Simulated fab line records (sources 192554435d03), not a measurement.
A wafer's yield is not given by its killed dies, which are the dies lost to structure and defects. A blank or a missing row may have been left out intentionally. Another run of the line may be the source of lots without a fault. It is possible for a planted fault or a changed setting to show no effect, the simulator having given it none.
Split-lot trial    flow n5 finfet    7 lots, 21 wafers read, on a route of 1938 steps

## THE SPLIT
At N5_FIN_CUT_EXPOSE_05 (exposes mask FIN CUT), the setting dose mj was moved away from the recipe's 45.75 on 9 of the 21 wafers read, by -7.5% to +4.0%. All remaining wafers had this setting at the recipe value.

## FROM THE SPLIT TO THE READING: what the file shows between them, 2 steps
- N5_FIN_CUT_PEB_06: peb time 60 s
- N5_FIN_CUT_DEVELOP_07: develop time 30 s

## THE READING
cd nm (nm) at N5_FIN_CUT_CD_MEAS_08, where the cd target is 29.1 nm. Fault-free wafers of this fab line usually give 29.24 nm, standard deviation 0.23 nm.

wafer   tool, chamber at the split  dose mj as run  against the recipe  cd nm, nm  against lot-mates on the recipe
L078.1  euv scanner-02, 0           45.75           recipe              29.27      -
L078.4  euv scanner-02, 0           45.75           recipe              29.14      -
L078.5  euv scanner-02, 0           44.57           -2.6%               28.59      -0.61
L079.1  euv scanner-02, 0           44.52           -2.7%               28.78      -0.25
L079.4  euv scanner-02, 0           44.52           -2.7%               28.84      -0.19
L079.6  euv scanner-02, 0           45.75           recipe              29.03      -
L082.2  euv scanner-01, 0           42.33           -7.5%               27.83      -1.34
L082.5  euv scanner-01, 0           42.33           -7.5%               27.78      -1.39
L082.6  euv scanner-01, 0           45.75           recipe              29.17      -
L084.3  euv scanner-01, 0           45.75           recipe              29.18      -
L084.4  euv scanner-01, 0           45.75           recipe              29.17      -
L084.5  euv scanner-01, 0           43.98           -3.9%               28.67      -0.50
L088.3  euv scanner-01, 0           47.58           +4.0%               29.74      +0.68
L088.5  euv scanner-01, 0           45.75           recipe              29.09      -
L088.6  euv scanner-01, 0           45.75           recipe              29.03      -
L089.2  euv scanner-02, 0           45.75           recipe              29.16      -
L089.5  euv scanner-02, 0           45.75           recipe              29.36      -
L089.6  euv scanner-02, 0           45.75           recipe              29.15      -
L090.1  euv scanner-02, 0           44.21           -3.4%               28.83      -0.80
L090.3  euv scanner-02, 0           44.21           -3.4%               28.54      -1.09
L090.4  euv scanner-02, 0           45.75           recipe              29.63      -

FIT RESULTS
A straight line over all 21 wafers: cd nm changes by +0.171 nm for each +1% of dose mj; r = +0.95; the points scatter about the line by 0.15 nm.
The same after taking each lot's own level away (the mean of its wafers on the recipe; 21 wafers): +0.183 nm for each +1%; r = +0.95; scatter 0.16 nm.
According to that fit, moving dose mj by its largest amount changes the reading by 1.4 nm.
Across the lots, their own levels run from 29.030 to 29.630 nm, a range of 2.6 times the standard deviation given above.
The two slopes agree, so the slope changes little with the lot-to-lot level.
Check: for one of the wafers moved furthest among these (-7.5%), held out of the fit, the line's prediction against its lot-mates is -1.38 nm. Against them it came out at -1.34 nm.

## OTHER SPLITS ON THESE WAFERS
Before the reading, these wafers also passed through other splits. Each is held against what the fit with the lots' levels taken away leaves over:
other split on the same wafers  wafers away from the commonest value  r with cd nm (lot level and that fit taken away)
N5_WELL_APT_PEB_23 peb temp c   8                                     +0.19
N5_FIN_SAQP_HM_DEP_72 time s    4                                     -0.53
N5_FIN_SAQP_COAT_50 spin rpm    3                                     +0.19

## THE WHOLE CHAIN: every reading that the file lists as answering this split, in the file's order
step                   what it does                                                 reading                                                                change (the file's fit)                r (the file's)
N5_FIN_CUT_CD_MEAS_08  target cd 29.1 nm                                            cd nm                                                                  +0.181 nm for each +1% of the setting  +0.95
N5_FIN_CUT_ETCH_30     etches underlayer in N2/H2, target depth 13 nm, time 10.4 s  FIN_CUT.cd offset nm (the simulator's own value, which no gauge read)  +0.215 nm for each +1% of the setting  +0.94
N5_FIN_CUT_ETCH_20     etches SiARC in CF4, target depth 26 nm, time 43.3 s         FIN_CUT.cd offset nm (the simulator's own value, which no gauge read)  +0.218 nm for each +1% of the setting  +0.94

## THE FILE'S OWN FIT
cd nm changes by +0.181 nm for each +1% of dose mj, r = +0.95.
